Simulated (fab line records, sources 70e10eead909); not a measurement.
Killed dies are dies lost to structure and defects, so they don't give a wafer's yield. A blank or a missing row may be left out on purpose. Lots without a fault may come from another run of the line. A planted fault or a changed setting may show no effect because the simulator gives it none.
A struck lot beside a sound one | flow nand_harc | 14 steps out of a route of 1159
Sound: wafers L211.1, L211.2, L211.3. Struck: wafers L213.3, L213.5, L213.6. The cause comes at the end.
At each step with rows: each side's tool, then ch and its chambers, then its first start. Under that, the readings that differ: sound wafers | struck wafers | difference of the means | sigmas: that difference in standard deviations of wafers without a fault.
alike: readings whose means differ by less than 2 such deviations, and words and numbers that are the same on both sides. not compared: withheld readings, readings that some wafer has no value for, bounds like >300 that may hide the same value, and numbers for which the record gives no deviation and whose values overlap.
The two part at a step that has a row with sigmas, a row that says differs or no value, or rows on one side only. Numbers that don't overlap but have no deviation are shown without sigmas and don't part them. A reading that every wafer of one side lacks parts them only if that side has two wafers or more.

first, 2 steps without rows for these wafers: NHARC_THIN_TSV_HARDBAKE_13 (time 80 s); NHARC_THIN_TSV_DESCUM_14 (chemistry O2, time 3 s).
NHARC_THIN_TSV_ETCH_44: etches the open film in CF4/O2, target depth 1594.2 nm, time 797.1 s.
  sound on rie_diel-04 ch 1,2,3, day 21 14:24; struck on rie_diel-08 ch 0,1,2, day 23 05:42
  reading              | sound             | struck            | difference | sigmas
  cf4_flow_sccm (sccm) | 150.3 151.5 150.5 | 149.6 149.6 149.9 | -1.1       | -2
  alike: drypump_motor_current_A, mfc_ar_sccm, oes_product_au, rf_vpp_V, showerhead_plenum_p_Torr, throttle_valve_pct
  not compared: rf_hours_counter_h
NHARC_THIN_TSV_ETCH_15: target depth 3000 nm, bosch target overetch cycles 2, bosch etch step 2.8 s.
  sound on rie_si-04 ch 0,1,2, day 21 14:58; struck on rie_si-04 ch 1,2, day 23 06:07
  alike: drypump_motor_current_A
  not compared: rf_hours_counter_h
NHARC_THIN_TSV_CD_MEAS_16:
  sound on cd_sem-03, day 21 15:07; struck on cd_sem-01, day 23 06:16
  alike: cd_nm
then, 3 steps without rows for these wafers: NHARC_THIN_TSV_STRIP_45 (strips in O2); NHARC_THIN_TSV_STRIP_46 (strips in post etch residue remover, time 1200 s); NHARC_THIN_TSV_DEP_47 (deposits SiO2, target thk 200 nm).
NHARC_THIN_TSV_ETCHBACK_48: etches the open film in C4F8/Ar, target depth 1028.5 nm, time 405.17 s.
  sound on rie_diel-04 ch 1,2,3, day 21 16:25; struck on rie_diel-08 ch 2,3, day 23 07:32
  alike: oes_product_au, rf_vpp_V
  not compared: rf_hours_counter_h
then, 1 step without rows for these wafers: NHARC_THIN_TSV_STRIP_62 (strips in N2/H2, time 20 s).
NHARC_THIN_TSV_DEGAS_49: time 120 s.
  sound on pvd_sputter-03, day 21 16:55; struck on pvd_sputter-01, day 23 08:04
  alike: heater_power_w
NHARC_THIN_TSV_PRE_CLEAN_50: time 30 s.
  sound on pvd_sputter-03; struck on pvd_sputter-01
  alike: heater_power_w
NHARC_THIN_TSV_PVD_19: deposits TaN, target thk 20 nm.
  sound on pvd_sputter-03, day 21 17:03; struck on pvd_sputter-01, day 23 08:17
  no value came back on the struck wafers for chamber_pressure_pa (Pa), throttle_valve_pct (%); on the sound wafers chamber_pressure_pa (Pa) reads 5.002 4.990 4.993
then, 1 step without rows for these wafers: NHARC_THIN_TSV_PVD_51 (deposits Cu, target thk 100 nm).

WHERE THEY PART
First at NHARC_THIN_TSV_ETCH_44; last, within this record, at NHARC_THIN_TSV_PVD_19.

WHY: what the simulator had put in
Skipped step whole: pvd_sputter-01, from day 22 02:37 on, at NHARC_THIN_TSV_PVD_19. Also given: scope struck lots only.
